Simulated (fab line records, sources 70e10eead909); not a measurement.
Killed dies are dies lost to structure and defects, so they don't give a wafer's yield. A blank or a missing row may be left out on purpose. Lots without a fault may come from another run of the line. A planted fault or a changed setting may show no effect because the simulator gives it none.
fab line records | flow nand_harc
record lots=14 wafers=42 last_day=34
route steps=1302 shown P_ZERO_WELL@29 P_STI@84 END@1302
lots that met no fault: from a run of the same line without faults
start_h: hours from the record's first day to the start of the lot's first wafer shown | wait_h: hours since the lot's step before | " the same as in the row above | L1.1+2: a row that stands for several wafers | - no value, or no start given | * or withheld: withheld | < > ~ a bound
route shown NAME@n: a module of which the file shows steps, and the number in the route of the first | usual: mean/standard deviation of fault-free wafers | same: alike in all rows | chamber/n: place in a boat | sites: the reading at each site | _std_site: their standard deviation | _edge_site: outer sites' mean less inner sites' | radius_mm: how far each site lies from the wafer's centre | mask NAME#n: copy n | behind: the tool/chamber that last shaped the wafer | hold: why the lot was held/for how many hours/how that ended | device: the transistor (n, p or np) that didn't switch | end of line: the same wafers' tests at the end of the route | a step without rows: its recipe alone | killed: dies lost to structure and defects at the first sort, not the wafer's yield | map: a wafer's dies, x killed, . not, _ none there
set.NAME: the setting as run; set.NAME@STEP: as run at that earlier step | model.NAME: the simulator's own value behind a step, which no gauge read
steps of the route over a sample of lots; a table a step, a row a wafer
services: from which hour (start_h, from the record's first day; less than 0 if before it) a tool's chamber was out of use, for how many hours, and why
## steps
# step NHARC_P_ZERO_WELL_CD_MEAS_24
# recipe target_cd_nm=720 landing_energy_ev=500
# usual cd_nm=720.0/2.1
# columns lot.wafer tool chamber start_h wait_h cd_nm
L465.1 cd_sem-02 0 22.52 - 721.7
L465.4 " 0 " " 720.0
L465.6 " 0 " " 718.8
L466.3 cd_sem-01 0 32.62 - 721.1
L466.5 " 0 " " 722.1
L466.6 " 0 " " 719.6
L471.1 cd_sem-03 0 83.91 - 722.3
L471.3 " 0 " " 721.9
L471.5 " 0 " " 719.8
L473.1 cd_sem-01 0 102.58 - 718.6
L473.3 " 0 " " 717.0
L473.5 " 0 " " 716.7
L479.3 cd_sem-03 0 165.77 - 717.9
L479.4 " 0 " " 720.5
L479.6 " 0 " " 722.9
L480.2 cd_sem-03 0 172.48 - 724.0
L480.3 " 0 " " 722.3
L480.6 " 0 " " 722.1
L481.1 cd_sem-01 0 182.63 - 720.3
L481.2 " 0 " " 718.5
L481.3 " 0 " " 721.8
L482.1 cd_sem-01 0 192.73 - 718.3
L482.2 " 0 " " 720.7
L482.3 " 0 " " 722.0
L483.1 cd_sem-03 0 202.46 - 721.4
L483.2 " 0 " " 720.5
L483.5 " 0 " " 720.9
L484.1 cd_sem-03 0 212.45 - 719.3
L484.2 " 0 " " 720.9
L484.5 " 0 " " 717.0
L485.1 cd_sem-02 0 222.62 - 722.7
L485.3 " 0 " " 715.6
L485.5 " 0 " " 717.9
L486.1 cd_sem-03 0 233.22 - 719.9
L486.2 " 0 " " 720.6
L486.3 " 0 " " 723.0
L487.1 cd_sem-02 0 242.62 - 719.4
L487.3 " 0 " " 722.8
L487.4 " 0 " " 718.1
L488.2 cd_sem-01 0 252.59 - 720.0
L488.5 " 0 " " 716.7
L488.6 " 0 " " 720.1
# step NHARC_P_ZERO_WELL_STRIP_28
# recipe time_s=840 temp_c=130 chemistry=SPM
# usual bath_guard_temp_C=130.1/0.6 temp_c=130.02/0.14
# columns lot.wafer tool chamber start_h wait_h bath_guard_temp_C temp_c
L465.4 wet_bench-03 7 23.41 0.1 130.4 129.93
L465.1 " 1 " " 130.4 129.97
L465.6 " 3 " " 130.4 130.13
L466.3 wet_bench-03 5 33.50 0.1 129.3 130.04
L466.6 " 7 " " 130.4 130.11
L466.5 " 0 " " 130.0 130.06
L471.3 wet_bench-05 3 84.80 0.1 124.2 122.91
L471.5 " 4 " " 123.9 123.35
L471.1 " 7 " " 123.0 123.01
L473.3 wet_bench-05 3 103.46 0.1 124.2 123.29
L473.1 " 5 " " 124.1 122.97
L473.5 " 7 " " 122.9 122.92
L479.6 wet_bench-03 4 166.64 0.0 130.8 130.03
L479.4 " 7 " " 130.6 130.30
L479.3 " 1 " " 130.0 130.12
L480.6 wet_bench-03 2 173.38 0.0 129.9 130.04
L480.3 " 3 " " 129.5 130.19
L480.2 " 4 " " 130.8 130.02
L481.2 wet_bench-03 4 183.70 0.2 130.4 129.94
L481.1 " 7 " " 130.4 129.86
L481.3 " 0 " " 130.3 129.98
L482.3 wet_bench-05 2 193.61 0.1 129.9 129.89
L482.2 " 4 " " 130.8 130.15
L482.1 " 5 " " 130.4 129.96
L483.1 wet_bench-03 3 203.34 0.2 130.0 130.06
L483.2 " 5 " " 129.0 130.12
L483.5 " 0 " " 130.2 130.06
L484.2 wet_bench-06 1 213.36 0.2 131.4 129.76
L484.1 " 3 " " 130.4 129.92
L484.5 " 5 " " 128.8 129.96
L485.3 wet_bench-06 1 223.52 0.1 130.4 130.02
L485.5 " 2 " " 129.9 130.14
L485.1 " 3 " " 130.3 129.56
L486.1 wet_bench-05 2 234.13 0.2 130.0 129.67
L486.3 " 4 " " 130.7 129.99
L486.2 " 5 " " 130.8 129.96
L487.3 wet_bench-05 1 243.52 0.1 129.7 130.16
L487.1 " 3 " " 131.1 129.79
L487.4 " 4 " " 130.7 130.07
L488.5 wet_bench-03 6 253.47 0.1 129.7 130.12
L488.6 " 1 " " 129.9 130.04
L488.2 " 2 " " 130.2 129.97
# step NHARC_P_ZERO_WELL_CD_MEAS_37
# recipe target_cd_nm=720 landing_energy_ev=500
# usual cd_nm=718.8/2.5
# columns lot.wafer tool chamber start_h wait_h cd_nm
L465.1 cd_sem-02 0 24.20 - 723.1
L465.4 " 0 " " 722.9
L465.6 " 0 " " 720.9
L466.3 cd_sem-02 0 34.26 - 719.9
L466.5 " 0 " " 719.3
L466.6 " 0 " " 715.3
L471.1 cd_sem-02 0 85.55 - 723.1
L471.3 " 0 " " 715.0
L471.5 " 0 " " 717.5
L473.1 cd_sem-02 0 104.09 - 720.6
L473.3 " 0 " " 718.8
L473.5 " 0 " " 714.5
L479.3 cd_sem-01 0 167.28 - 716.7
L479.4 " 0 " " 716.1
L479.6 " 0 " " 722.3
L480.2 cd_sem-03 0 174.14 - 719.6
L480.3 " 0 " " 721.4
L480.6 " 0 " " 717.7
L481.1 cd_sem-03 0 184.32 - 719.2
L481.2 " 0 " " 717.9
L481.3 " 0 " " 718.2
L482.1 cd_sem-02 0 194.36 - 713.9
L482.2 " 0 " " 717.1
L482.3 " 0 " " 716.9
L483.1 cd_sem-01 0 204.10 - 716.3
L483.2 " 0 " " 717.7
L483.5 " 0 " " 719.5
L484.1 cd_sem-02 0 214.11 - 718.9
L484.2 " 0 " " 718.5
L484.5 " 0 " " 715.5
L485.1 cd_sem-03 0 224.13 - 719.1
L485.3 " 0 " " 714.1
L485.5 " 0 " " 716.4
L486.1 cd_sem-02 0 234.76 - 720.1
L486.2 " 0 " " 718.4
L486.3 " 0 " " 718.7
L487.1 cd_sem-02 0 244.28 - 719.5
L487.3 " 0 " " 718.8
L487.4 " 0 " " 721.0
L488.2 cd_sem-03 0 254.22 - 720.6
L488.5 " 0 " " 719.8
L488.6 " 0 " " 716.3
# step NHARC_P_STI_OVL_MEAS_10
# usual overlay_x_nm=-1/6.1 overlay_y_nm=0/6.7
# columns lot.wafer tool chamber start_h wait_h overlay_x_nm overlay_y_nm
L465.1 overlay-02 - 46.73 - 6 10
L465.4 " - " " 6 11
L465.6 " - " " 6 10
L466.3 overlay-02 - 56.65 - -4 6
L466.5 " - " " -5 6
L466.6 " - " " -5 6
L471.1 overlay-02 - 103.70 - -8 7
L471.3 " - " " -8 7
L471.5 " - " " -8 8
L473.1 overlay-02 - 125.21 - 8 -2
L473.3 " - " " 8 -2
L473.5 " - " " 8 -2
L479.3 overlay-02 - 185.58 - 5 7
L479.4 " - " " 5 7
L479.6 " - " " 5 7
L480.2 overlay-02 - 193.90 - -3 -5
L480.3 " - " " -3 -6
L480.6 " - " " -3 -6
L481.1 overlay-02 - 202.31 - -7 -12
L481.2 " - " " -7 -11
L481.3 " - " " -7 -12
L482.1 overlay-01 - 212.63 - 5 -8
L482.2 " - " " 4 -9
L482.3 " - " " 4 -9
L483.1 overlay-02 - 224.90 - 4 0
L483.2 " - " " 3 -1
L483.5 " - " " 3 0
L484.1 overlay-01 - 233.16 - -5 -14
L484.2 " - " " -5 -13
L484.5 " - " " -6 -14
L485.1 overlay-01 - 244.37 - -10 -3
L485.3 " - " " -11 -3
L485.5 " - " " -10 -3
L486.1 overlay-01 - 253.47 - 0 3
L486.2 " - " " 0 3
L486.3 " - " " -1 3
L487.1 overlay-02 - 266.14 - -1 -6
L487.3 " - " " -1 -6
L487.4 " - " " -2 -6
L488.2 overlay-02 - 276.50 - -2 2
L488.5 " - " " -2 2
L488.6 " - " " -2 2
# step NHARC_END_SORT_01
# recipe temp_c=25
# usual killed_at_array=55/19 killed_at_other=0.9/1.4 killed_at_periphery=3.8/2.9 killed_dies=60/19 killed_open=3.3/1.8 killed_short=2.6/1.6
# same gross_dies=677
# columns lot.wafer tool chamber start_h wait_h killed_at_array killed_at_other killed_at_periphery killed_dies killed_open killed_short
L466.3 prober-02 0 570.82 3.1 72 2 5 79 1 0
L466.5 prober-02 0 572.39 3.7 76 0 2 78 7 1
L466.6 prober-02 0 573.18 3.9 86 0 5 91 0 5
L465.1 prober-01 0 579.93 2.5 28 0 2 30 3 6
L465.4 prober-01 0 582.31 3.4 20 0 3 23 4 4
L465.6 prober-01 0 583.90 4.0 20 1 1 22 3 2
L471.1 prober-01 0 623.94 2.5 42 2 3 47 2 2
L471.3 prober-01 0 625.55 3.1 53 0 4 57 3 4
L471.5 prober-01 0 627.17 3.7 41 0 2 43 6 4
L473.1 prober-01 0 653.44 2.5 25 2 1 28 2 3
L473.3 prober-01 0 655.04 3.1 30 3 11 44 3 2
L473.5 prober-01 0 656.64 3.7 40 1 4 45 4 1
L480.2 prober-01 0 704.14 2.8 48 0 10 58 5 4
L480.3 prober-01 0 704.93 3.1 48 1 6 55 5 4
L480.6 prober-01 0 707.30 3.9 58 1 7 66 3 3
L481.1 prober-02 0 716.11 2.5 86 0 4 90 6 3
L481.2 prober-02 0 716.90 2.8 90 0 2 92 3 6
L481.3 prober-02 0 717.68 3.1 70 0 4 74 5 3
L479.3 prober-01 0 717.74 3.1 67 1 3 71 2 2
L479.4 prober-01 0 718.54 3.4 76 0 4 80 3 2
L479.6 prober-01 0 720.16 4.0 64 2 1 67 2 1
L482.1 prober-02 0 735.02 2.5 36 4 2 42 2 2
L482.2 prober-02 0 735.82 2.8 45 0 2 47 1 3
L482.3 prober-02 0 736.61 3.1 39 1 2 42 1 3
L483.1 prober-01 0 735.02 2.5 69 0 0 69 1 0
L483.2 prober-01 0 735.82 2.8 80 2 1 83 4 2
L483.5 prober-01 0 738.20 3.7 76 0 1 77 3 1
L484.1 prober-01 0 747.13 2.5 52 1 4 57 5 4
L484.2 prober-01 0 747.93 2.8 64 0 1 65 2 3
L484.5 prober-01 0 750.36 3.7 57 1 0 58 5 0
L485.1 prober-01 0 761.88 2.5 28 2 6 36 3 1
L485.3 prober-01 0 763.48 3.1 47 5 4 56 4 2
L485.5 prober-01 0 765.07 3.7 40 0 11 51 7 2
L486.1 prober-02 0 765.09 2.6 66 0 3 69 5 4
L486.2 prober-02 0 765.88 2.8 62 0 2 64 2 3
L486.3 prober-02 0 766.67 3.1 61 0 3 64 4 5
L487.1 prober-01 0 775.79 2.5 65 7 7 79 5 3
L487.3 prober-01 0 777.40 3.1 61 8 2 71 1 1
L487.4 prober-01 0 778.20 3.4 70 2 1 73 3 2
L488.2 prober-02 0 812.43 2.8 20 2 0 22 1 3
L488.5 prober-02 0 814.86 3.7 40 0 2 42 4 5
L488.6 prober-02 0 815.66 4.0 22 1 1 24 1 2
# killed by level:class
L466.3 A_CHANNEL_HOLE_D1:chamber_film_flake=30 A_CHANNEL_HOLE_D2:chamber_film_flake=26 A_STAIRCASE:chamber_film_flake=8 P_ZERO_WELL:chamber_film_flake=3 A_M0:chamber_film_flake=3 A_WL_FILL:chamber_film_flake=2 THIN_TSV:chamber_film_flake=2 P_CONTACT:geometric_particle:open=1
L466.5 A_CHANNEL_HOLE_D1:chamber_film_flake=36 A_CHANNEL_HOLE_D2:chamber_film_flake=19 A_STAIRCASE:chamber_film_flake=7 A_CHANNEL_FILL_D1:chamber_film_flake=4 A_WL_FILL:geometric_particle:open=3 A_WL_FILL:chamber_film_flake=2 P_M0:geometric_particle:open=1 A_ONON_D1:geometric_particle:open=1
L466.6 A_CHANNEL_HOLE_D1:chamber_film_flake=35 A_CHANNEL_HOLE_D2:chamber_film_flake=29 A_WL_FILL:chamber_film_flake=7 A_STAIRCASE:chamber_film_flake=4 A_M0:chamber_film_flake=3 A_CONTACT:chamber_film_flake=3 P_ZERO_WELL:chamber_film_flake=2 A_ZERO_WELL:chamber_film_flake=2
L465.1 A_CONTACT:chamber_film_flake=7 A_CHANNEL_HOLE_D2:chamber_film_flake=5 A_CHANNEL_FILL_D2:chamber_film_flake=4 A_ONON_D1:geometric_particle:short=3 A_STAIRCASE:chamber_film_flake=2 P_CONTACT:geometric_particle:open=1 A_SOURCE_PLATE:geometric_particle:short=1 A_ONON_D2:geometric_particle:open=1
L465.4 A_STAIRCASE:chamber_film_flake=5 A_CHANNEL_HOLE_D2:chamber_film_flake=4 A_CHANNEL_HOLE_D1:chamber_film_flake=2 A_CONTACT:chamber_film_flake=2 P_M0:chamber_film_flake=1 P_M2:geometric_particle:open=1 P_M2:geometric_particle:short=1 A_CHANNEL_FILL_D1:geometric_particle:open=1
L465.6 A_STAIRCASE:chamber_film_flake=6 A_CHANNEL_HOLE_D2:chamber_film_flake=5 A_CONTACT:chamber_film_flake=2 P_M2:geometric_particle:open=1 A_SOURCE_PLATE:geometric_particle:short=1 A_ONON_D1:geometric_particle:open=1 A_WL_FILL:geometric_particle:short=1 A_M1:geometric_particle:open=1
L471.1 A_CHANNEL_HOLE_D2:chamber_film_flake=25 A_CHANNEL_HOLE_D1:chamber_film_flake=9 P_ZERO_WELL:chamber_film_flake=2 THIN_TSV:chamber_film_flake=2 A_CHANNEL_HOLE_D1:geometric_particle:short=1 A_CHANNEL_HOLE_D2:geometric_particle:short=1 A_CONTACT:geometric_particle:open=1 A_BLC:geometric_particle:open=1
L471.3 A_CHANNEL_HOLE_D2:chamber_film_flake=34 P_GATE:chamber_film_flake=3 A_CHANNEL_HOLE_D1:chamber_film_flake=3 A_CHANNEL_FILL_D2:chamber_film_flake=3 A_STAIRCASE:chamber_film_flake=3 A_ONON_D2:geometric_particle:short=2 A_SLIT:chamber_film_flake=2 A_ONON_D1:geometric_particle:short=1
L471.5 A_CHANNEL_HOLE_D2:chamber_film_flake=23 A_STAIRCASE:chamber_film_flake=4 A_DECK1_JOINT:chamber_film_flake=3 A_CHANNEL_HOLE_D1:chamber_film_flake=2 P_CONTACT:geometric_particle:short=1 P_M0:geometric_particle:open=1 A_ONON_D1:geometric_particle:open=1 A_CHANNEL_FILL_D1:geometric_particle:open=1
L473.1 A_CHANNEL_HOLE_D2:chamber_film_flake=10 A_STAIRCASE:chamber_film_flake=3 A_CHANNEL_HOLE_D1:chamber_film_flake=2 A_WL_FILL:chamber_film_flake=2 A_CONTACT:chamber_film_flake=2 THIN_TSV:chamber_film_flake=2 A_M1:chamber_film_flake=2 P_M0:geometric_particle:open=1
L473.3 A_CHANNEL_HOLE_D2:chamber_film_flake=11 P_GATE:chamber_film_flake=5 A_STAIRCASE:chamber_film_flake=4 A_SLIT:chamber_film_flake=3 A_WL_FILL:chamber_film_flake=3 THIN_TSV:chamber_film_flake=3 P_ZERO_WELL:chamber_film_flake=2 A_CHANNEL_HOLE_D1:chamber_film_flake=2
L473.5 A_CHANNEL_HOLE_D2:chamber_film_flake=14 A_CHANNEL_HOLE_D1:chamber_film_flake=6 A_SLIT:chamber_film_flake=5 P_M2:chamber_film_flake=3 A_WL_FILL:chamber_film_flake=3 A_STAIRCASE:chamber_film_flake=2 A_CONTACT:chamber_film_flake=2 A_ONON_D1:geometric_particle:open=1
L480.2 A_SLIT:chamber_film_flake=20 A_CONTACT:chamber_film_flake=13 P_GATE:chamber_film_flake=6 A_CHANNEL_HOLE_D1:chamber_film_flake=4 A_DECK1_JOINT:geometric_particle:open=2 A_ONON_D2:geometric_particle:short=2 P_M0:chamber_film_flake=2 A_SGD_CUT:chamber_film_flake=2
L480.3 A_SLIT:chamber_film_flake=26 A_CHANNEL_HOLE_D1:chamber_film_flake=9 A_CONTACT:chamber_film_flake=5 P_M0:chamber_film_flake=2 P_GATE:geometric_particle:open=1 P_CONTACT:geometric_particle:open=1 P_M1:geometric_particle:short=1 A_ONON_D1:geometric_particle:short=1
L480.6 A_SLIT:chamber_film_flake=35 A_CONTACT:chamber_film_flake=7 A_CHANNEL_HOLE_D1:chamber_film_flake=5 P_GATE:chamber_film_flake=3 A_CHANNEL_FILL_D2:chamber_film_flake=2 P_M1:geometric_particle:short=1 A_CHANNEL_FILL_D1:geometric_particle:open=1 A_ONON_D2:geometric_particle:open=1
L481.1 A_CHANNEL_HOLE_D1:chamber_film_flake=33 A_SLIT:chamber_film_flake=28 A_CHANNEL_HOLE_D2:chamber_film_flake=9 A_CONTACT:chamber_film_flake=8 P_CONTACT:geometric_particle:open=1 P_M0:geometric_particle:open=1 P_M0:geometric_particle:short=1 A_ONON_D1:geometric_particle:open=1
L481.2 A_CHANNEL_HOLE_D1:chamber_film_flake=32 A_SLIT:chamber_film_flake=19 A_CHANNEL_HOLE_D2:chamber_film_flake=18 A_CONTACT:chamber_film_flake=10 P_M0:geometric_particle:short=1 A_ONON_D1:geometric_particle:short=1 A_CHANNEL_HOLE_D1:geometric_particle:short=1 A_CHANNEL_FILL_D1:geometric_particle:open=1
L481.3 A_CHANNEL_HOLE_D1:chamber_film_flake=29 A_SLIT:chamber_film_flake=15 A_CHANNEL_HOLE_D2:chamber_film_flake=9 A_CONTACT:chamber_film_flake=6 P_CONTACT:geometric_particle:open=2 A_WL_FILL:geometric_particle:short=2 A_BLC:geometric_particle:open=2 A_CHANNEL_FILL_D1:chamber_film_flake=2
L479.3 A_CHANNEL_HOLE_D1:chamber_film_flake=26 A_CHANNEL_HOLE_D2:chamber_film_flake=15 A_CONTACT:chamber_film_flake=9 A_SLIT:chamber_film_flake=4 A_STAIRCASE:chamber_film_flake=4 A_BONDPAD:chamber_film_flake=3 P_GATE:chamber_film_flake=2 A_ONON_D1:geometric_particle:open=1
L479.4 A_CHANNEL_HOLE_D1:chamber_film_flake=35 A_CHANNEL_HOLE_D2:chamber_film_flake=21 A_CONTACT:chamber_film_flake=7 A_ZERO_WELL:chamber_film_flake=2 A_CHANNEL_FILL_D1:chamber_film_flake=2 A_STAIRCASE:chamber_film_flake=2 A_BONDPAD:chamber_film_flake=2 P_STI:geometric_particle:short=1
L479.6 A_CHANNEL_HOLE_D1:chamber_film_flake=32 A_CHANNEL_HOLE_D2:chamber_film_flake=13 A_CONTACT:chamber_film_flake=6 A_STAIRCASE:chamber_film_flake=4 A_SLIT:chamber_film_flake=3 A_WL_FILL:chamber_film_flake=2 THIN_TSV:chamber_film_flake=2 P_M0:geometric_particle:open=1
L482.1 A_CHANNEL_HOLE_D2:chamber_film_flake=13 A_CHANNEL_HOLE_D1:chamber_film_flake=7 A_SLIT:chamber_film_flake=5 THIN_TSV:chamber_film_flake=4 A_STAIRCASE:chamber_film_flake=3 A_WL_FILL:geometric_particle:short=2 P_ZERO_WELL:chamber_film_flake=2 A_DECK1_JOINT:geometric_particle:open=1
L483.1 A_CHANNEL_HOLE_D1:chamber_film_flake=34 A_SLIT:chamber_film_flake=23 A_CONTACT:chamber_film_flake=5 A_STAIRCASE:chamber_film_flake=4 A_CHANNEL_FILL_D1:chamber_film_flake=2 A_WL_FILL:geometric_particle:open=1
L483.2 A_CHANNEL_HOLE_D1:chamber_film_flake=32 A_SLIT:chamber_film_flake=29 A_CONTACT:chamber_film_flake=6 A_STAIRCASE:chamber_film_flake=4 A_CHANNEL_FILL_D1:chamber_film_flake=3 A_ONON_D1:geometric_particle:open=2 THIN_TSV:chamber_film_flake=2 P_M0:geometric_particle:open=1
L482.2 A_CHANNEL_HOLE_D2:chamber_film_flake=25 A_CHANNEL_HOLE_D1:chamber_film_flake=6 A_SLIT:chamber_film_flake=4 A_WL_FILL:geometric_particle:short=2 A_CONTACT:chamber_film_flake=2 A_CHANNEL_FILL_D1:geometric_particle:short=1 A_DECK1_JOINT:geometric_particle:open=1 P_ZERO_WELL:chamber_film_flake=1
L482.3 A_CHANNEL_HOLE_D2:chamber_film_flake=13 A_CHANNEL_HOLE_D1:chamber_film_flake=8 A_SLIT:chamber_film_flake=7 A_CHANNEL_FILL_D1:chamber_film_flake=2 A_STAIRCASE:chamber_film_flake=2 P_CONTACT:geometric_particle:open=1 A_CHANNEL_FILL_D1:geometric_particle:short=1 A_ONON_D2:geometric_particle:short=1
L483.5 A_SLIT:chamber_film_flake=31 A_CHANNEL_HOLE_D1:chamber_film_flake=25 A_STAIRCASE:chamber_film_flake=4 A_CHANNEL_FILL_D1:chamber_film_flake=3 A_WL_FILL:chamber_film_flake=3 A_CONTACT:chamber_film_flake=3 A_ZERO_WELL:chamber_film_flake=2 P_M1:geometric_particle:open=1
L484.1 A_CHANNEL_HOLE_D2:chamber_film_flake=15 A_CHANNEL_HOLE_D1:chamber_film_flake=13 A_CONTACT:chamber_film_flake=8 A_STAIRCASE:chamber_film_flake=6 A_CHANNEL_FILL_D2:geometric_particle:short=2 A_SLIT:chamber_film_flake=2 P_CONTACT:geometric_particle:open=1 P_M0:geometric_particle:open=1
L484.2 A_CHANNEL_HOLE_D2:chamber_film_flake=25 A_CHANNEL_HOLE_D1:chamber_film_flake=11 A_CONTACT:chamber_film_flake=8 A_STAIRCASE:chamber_film_flake=7 A_SLIT:chamber_film_flake=6 A_WL_FILL:chamber_film_flake=2 P_M0:geometric_particle:short=1 A_DECK1_JOINT:geometric_particle:open=1
L484.5 A_CHANNEL_HOLE_D2:chamber_film_flake=19 A_CHANNEL_HOLE_D1:chamber_film_flake=14 A_STAIRCASE:chamber_film_flake=7 A_CONTACT:chamber_film_flake=6 A_SLIT:chamber_film_flake=5 A_CHANNEL_FILL_D2:geometric_particle:open=2 A_SOURCE_PLATE:geometric_particle:open=1 A_WL_FILL:geometric_particle:open=1
L485.1 A_SLIT:chamber_film_flake=18 P_CONTACT:chamber_film_flake=4 A_BLC:geometric_particle:open=2 THIN_TSV:chamber_film_flake=2 P_CONTACT:geometric_particle:short=1 A_DECK1_JOINT:geometric_particle:open=1 P_BONDPAD:chamber_film_flake=1 A_ZERO_WELL:chamber_film_flake=1
L485.3 A_SLIT:chamber_film_flake=37 THIN_TSV:chamber_film_flake=5 A_CHANNEL_HOLE_D1:unspecified=4 A_CHANNEL_HOLE_D1:chamber_film_flake=2 P_CONTACT:geometric_particle:short=1 P_CONTACT:geometric_particle:open=1 P_M1:geometric_particle:open=1 A_CHANNEL_HOLE_D2:geometric_particle:open=1
L485.5 A_SLIT:chamber_film_flake=23 P_CONTACT:chamber_film_flake=5 A_M0:geometric_particle:open=2 P_ZERO_WELL:chamber_film_flake=2 A_CHANNEL_HOLE_D1:unspecified=2 A_CHANNEL_HOLE_D1:chamber_film_flake=2 A_DECK1_JOINT:chamber_film_flake=2 A_CONTACT:chamber_film_flake=2
L486.1 A_CHANNEL_HOLE_D2:chamber_film_flake=36 A_SLIT:chamber_film_flake=8 A_CONTACT:chamber_film_flake=7 A_CHANNEL_HOLE_D1:chamber_film_flake=6 A_WL_FILL:chamber_film_flake=2 P_CONTACT:geometric_particle:open=1 P_M1:geometric_particle:short=1 A_ONON_D1:geometric_particle:short=1
L486.2 A_CHANNEL_HOLE_D2:chamber_film_flake=20 A_CHANNEL_HOLE_D1:chamber_film_flake=15 A_SLIT:chamber_film_flake=10 A_CONTACT:chamber_film_flake=8 A_M0:chamber_film_flake=2 A_ONON_D1:geometric_particle:short=1 A_CHANNEL_FILL_D1:geometric_particle:open=1 A_WL_FILL:geometric_particle:short=1
L486.3 A_CHANNEL_HOLE_D2:chamber_film_flake=25 A_CHANNEL_HOLE_D1:chamber_film_flake=11 A_CONTACT:chamber_film_flake=9 A_SLIT:chamber_film_flake=3 A_CHANNEL_FILL_D2:geometric_particle:open=2 A_CHANNEL_FILL_D2:geometric_particle:short=2 A_BLC:geometric_particle:short=2 A_WL_FILL:chamber_film_flake=2
L487.1 A_SLIT:chamber_film_flake=33 A_CHANNEL_HOLE_D2:chamber_film_flake=13 A_CHANNEL_HOLE_D1:chamber_film_flake=8 THIN_TSV:chamber_film_flake=7 A_CONTACT:chamber_film_flake=4 P_CONTACT:geometric_particle:open=2 P_CONTACT:geometric_particle:short=2 A_CHANNEL_FILL_D2:chamber_film_flake=2
L487.3 A_CHANNEL_HOLE_D2:chamber_film_flake=28 A_SLIT:chamber_film_flake=18 THIN_TSV:chamber_film_flake=8 A_CONTACT:chamber_film_flake=7 A_CHANNEL_HOLE_D1:chamber_film_flake=3 P_GATE:chamber_film_flake=2 A_CHANNEL_FILL_D2:chamber_film_flake=2 A_CHANNEL_FILL_D1:geometric_particle:open=1
L487.4 A_SLIT:chamber_film_flake=28 A_CHANNEL_HOLE_D2:chamber_film_flake=18 A_CHANNEL_HOLE_D1:chamber_film_flake=10 A_DECK1_JOINT:chamber_film_flake=4 A_CONTACT:chamber_film_flake=3 THIN_TSV:chamber_film_flake=2 A_CHANNEL_FILL_D1:geometric_particle:open=1 A_DECK1_JOINT:geometric_particle:open=1
L488.2 A_SLIT:chamber_film_flake=5 A_CHANNEL_HOLE_D2:chamber_film_flake=3 A_BLC:chamber_film_flake=3 A_CHANNEL_HOLE_D1:chamber_film_flake=2 THIN_TSV:chamber_film_flake=2 A_DECK1_JOINT:geometric_particle:short=1 A_WL_FILL:geometric_particle:short=1 A_CONTACT:geometric_particle:open=1
L488.5 A_SLIT:chamber_film_flake=11 A_CHANNEL_FILL_D2:geometric_particle:short=4 A_CHANNEL_HOLE_D2:chamber_film_flake=4 A_BLC:chamber_film_flake=4 A_DECK1_JOINT:chamber_film_flake=3 A_STAIRCASE:chamber_film_flake=3 P_ZERO_WELL:chamber_film_flake=2 A_WL_FILL:chamber_film_flake=2
L488.6 A_SLIT:chamber_film_flake=10 A_BLC:chamber_film_flake=4 A_DECK1_JOINT:chamber_film_flake=3 A_ONON_D1:geometric_particle:open=1 A_SGD_CUT:geometric_particle:short=1 A_M0:geometric_particle:short=1 P_ZERO_WELL:chamber_film_flake=1 A_CONTACT:chamber_film_flake=1
## services
# columns tool chamber start_h hours kind
wet_bench-06 - 17.62 8.0 pm
wet_bench-03 - 34.40 8.0 pm
wet_bench-03 0 42.40 - consumable_replace:bath
wet_bench-03 0 42.40 - consumable_replace:filter
wet_bench-03 1 42.40 - consumable_replace:bath
wet_bench-03 1 42.40 - consumable_replace:filter
wet_bench-03 2 42.40 - consumable_replace:bath
wet_bench-03 2 42.40 - consumable_replace:filter
wet_bench-03 3 42.40 - consumable_replace:bath
wet_bench-03 3 42.40 - consumable_replace:filter
wet_bench-03 4 42.40 - consumable_replace:bath
wet_bench-03 4 42.40 - consumable_replace:filter
wet_bench-03 5 42.40 - consumable_replace:bath
wet_bench-03 5 42.40 - consumable_replace:filter
wet_bench-03 6 42.40 - consumable_replace:bath
wet_bench-03 6 42.40 - consumable_replace:filter
wet_bench-03 7 42.40 - consumable_replace:bath
wet_bench-03 7 42.40 - consumable_replace:filter
wet_bench-05 - 173.48 1.7 repair
wet_bench-06 - 182.66 11.2 repair
wet_bench-06 - 193.91 8.0 pm
wet_bench-03 - 210.40 8.0 pm
wet_bench-03 0 218.40 - consumable_replace:bath
wet_bench-03 0 218.40 - consumable_replace:filter
## key
first_sign step=NHARC_P_ZERO_WELL_STRIP_28 reading=temp_c direction=down sigmas=48 usual=* struck=*
effect step=NHARC_P_ZERO_WELL_STRIP_28 reading=bath_guard_temp_C direction=down sigmas=11 usual=* struck=*
met_at NHARC_P_ZERO_WELL_STRIP_28
struck_lots L471,L473
tester_left_out L471,L473
not_acting_at NHARC_P_ZERO_WELL_CD_MEAS_24,NHARC_P_ZERO_WELL_CD_MEAS_37,NHARC_P_STI_OVL_MEAS_10
fault kind=process_parameter_drift tool=wet_bench-05 chamber=- onset_h=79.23 steps=NHARC_P_ZERO_WELL_STRIP_28 channel=temp_c offset=* shape=step end_h=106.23 acts_in=* stated=*
# tester_left_out: of these lots the tester's yield and bins aren't shown, on N5 and GAA mostly nor the transistor test; their killed dies are dies lost to structure and defects alone, not to doping, threshold or leakage, so they don't give the yield
